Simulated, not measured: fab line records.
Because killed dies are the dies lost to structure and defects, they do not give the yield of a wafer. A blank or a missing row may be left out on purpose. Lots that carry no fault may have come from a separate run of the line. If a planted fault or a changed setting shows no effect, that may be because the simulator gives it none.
Chamber matching    flow n5 finfet    N5_PMOS_HMC_CHANNEL_EPI_HM_DEP_34 on pecvd-02 has 3 sister chambers
The step deposits SiO2 from TEOS/O2, target thk 36 nm, time 6.9 s. 6 wafers are shown with their chamber, then 8 later ones without.

WAFERS, EACH WITH ITS CHAMBER
wafer   chamber  throttle valve pct (%)  heater power w (W)
L074.1  2        17.3                    444
L080.6  2        16.0                    505
L085.6  1        19.4                    668
L090.4  0        19.2                    587
L090.6  1        19.3                    653
L091.2  0        19.2                    615

WAFERS MISSING THEIR CHAMBER
wafer   throttle valve pct (%)  heater power w (W)
L091.3  16.2                    520
L091.5  19.3                    549
L094.1  19.3                    668
L094.3  16.3                    493
L094.5  19.3                    689
L096.3  16.5                    478
L096.5  19.3                    699
L096.6  16.2                    486

THE CHAMBER EACH PASSED THROUGH
wafer    from the rows above   in truth
L091.3   2                     2
L091.5   0                     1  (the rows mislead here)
L094.1   1                     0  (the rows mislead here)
L094.3   2                     2
L094.5   1                     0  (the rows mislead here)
L096.3   2                     2
L096.5   1                     1
L096.6   2                     2
Placed correctly: 5 of 8. From these rows, 0 cannot be placed. 3 placed wrongly.
How it was worked out, from the rows above alone: a wafer's distance from a chamber is the root of the sum, over the readings, of the square of ((its reading less the chamber's mean) divided by the reading's scatter). The wafer belongs to the nearest chamber; if the next one is less than 2 further off, it can't be placed. Each chamber's mean is taken over the wafers shown for it. The scatter: the root of (the sum of the squares of (reading less its chamber's mean) over the shown wafers, divided by (wafers less chambers)).
